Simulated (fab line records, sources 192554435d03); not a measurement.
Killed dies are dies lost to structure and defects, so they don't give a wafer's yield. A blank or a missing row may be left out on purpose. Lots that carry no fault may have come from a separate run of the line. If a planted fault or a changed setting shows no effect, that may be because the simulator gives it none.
What tool caused it? ; flow n5_finfet ; 12 lots with 36 wafers sampled at 5 steps, on a route of 1938 steps

== WHAT THE GAUGES READ, wafer by wafer ==
N5_BEOL_M4_OVL_MEAS_12.
lot;measured;on;M4_OVL (nm)
L075;day 8 00:46;overlay-01;2.1 1.5 1.7
L077;day 8 03:40;overlay-01;0.6 0.5 0.3
L079;day 8 15:48;overlay-02;-0.1 -0.1 1.1
L081;day 9 03:10;overlay-01;-0.4 -0.8 -0.4
L083;day 9 20:33;overlay-01;0.3 -0.6 0.4
L085;day 10 04:04;overlay-01;0.8 1.2 0.8
L087;day 11 00:55;overlay-02;1.4 1.6 0.4
L088;day 11 12:15;overlay-01;0.6 0.4 -0.3
L091;day 11 19:28;overlay-02;0.7 0.8 1.5
L093;day 12 05:25;overlay-01;0.9 1.0 1.1
L095;day 12 19:30;overlay-01;1.3 0.5 0.6
L097;day 13 15:29;overlay-02;0.5 0.9 0.3

== EACH LOT AND THE TOOL THAT RAN IT (in order: tool; ch and the chambers of the sampled wafers; start) ==
lot;N5_BEOL_M3_STRIP_36;N5_BEOL_M3_ALD_84;N5_BEOL_M3_ANNEAL_87;N5_BEOL_M4_PECVD_72
L075;rie_diel-04 ch 0,1, day 7 18:02;ald_metal-02 ch 0,1, day 7 18:52;pvd_sputter-03, day 7 20:10;pecvd-04 ch 0,1,2, day 7 22:27
L077;rie_diel-01 ch 0,2,3, day 7 21:24;ald_metal-03 ch 1,2, day 7 22:02;pvd_sputter-01, day 7 23:25;pecvd-04 ch 1,2, day 8 01:47
L079;rie_diel-03 ch 0,2, day 8 09:55;ald_metal-02 ch 1,3, day 8 10:53;pvd_sputter-01, day 8 12:16;pecvd-03 ch 0,1,2, day 8 14:31
L081;rie_diel-01 ch 1,2, day 8 21:31;ald_metal-04 ch 2,3, day 8 22:13;pvd_sputter-01, day 8 23:24;pecvd-03 ch 0,1, day 9 01:44
L083;rie_diel-04 ch 1,3, day 9 14:59;ald_metal-02 ch 0,1, day 9 16:01;pvd_sputter-02, day 9 17:17;pecvd-03 ch 1,2, day 9 19:32
L085;rie_diel-01 ch 0,1,2, day 9 22:31;ald_metal-02 ch 0,2,3, day 9 23:26;pvd_sputter-03, day 10 00:47;pecvd-02 ch 0,1, day 10 03:02
L087;rie_diel-04 ch 2,3, day 10 18:10;ald_metal-04 ch 0,2,3, day 10 19:13;pvd_sputter-02, day 10 20:37;pecvd-04 ch 0,1,2, day 10 22:57
L088;rie_diel-03 ch 0,1,2, day 11 05:32;ald_metal-04 ch 1,2,3, day 11 06:43;pvd_sputter-01, day 11 08:04;pecvd-02 ch 0,1, day 11 10:19
L091;rie_diel-03 ch 0,3, day 11 11:59;ald_metal-04 ch 0,2, day 11 12:54;pvd_sputter-03, day 11 14:07;pecvd-03 ch 0,1, day 11 16:21
L093;rie_diel-01 ch 2,3, day 11 21:08;ald_metal-02 ch 0,1, day 11 21:53;pvd_sputter-03, day 12 00:42;pecvd-03 ch 0,1, day 12 02:56
L095;rie_diel-04 ch 0,3, day 12 12:10;ald_metal-03 ch 1,3, day 12 12:56;pvd_sputter-03, day 12 15:08;pecvd-04 ch 1,2, day 12 17:23
L097;rie_diel-04 ch 1,2, day 13 07:50;ald_metal-04 ch 0,2,3, day 13 08:58;pvd_sputter-03, day 13 12:10;pecvd-04 ch 0,2, day 13 14:43
- N5_BEOL_M3_STRIP_36: strips in N2/H2.
- N5_BEOL_M3_ALD_84: deposits TaN, pulse time 2 s, purge time 3 s, co reactant purge time 2 s.
- N5_BEOL_M3_ANNEAL_87: time 240 s.
- N5_BEOL_M4_PECVD_72: deposits SiO2 from TEOS/O2, target thk 16 nm, time 18 s.

== THE ANSWER, worked out from the rows above alone ==
Rule: the lots themselves supply what counts as usual. The widest of any qualifying gaps counts: lots, ordered by their means at a reading, are off when they make up no more than a third of the lots, leave a main group of 4 or more, and stand apart from it by 3 or more times the standard deviation of that group's means. A main group whose means are all the same, to the digits that the tables above print for the reading, isn't used. Also off: a lot with no number at a reading for which 4 or more lots have one. All remaining lots with rows at the step are treated as sound.
No lot is off at any reading shown: from this, nothing can be told.

== WHAT HAD BEEN PUT IN BY THE SIMULATOR ==
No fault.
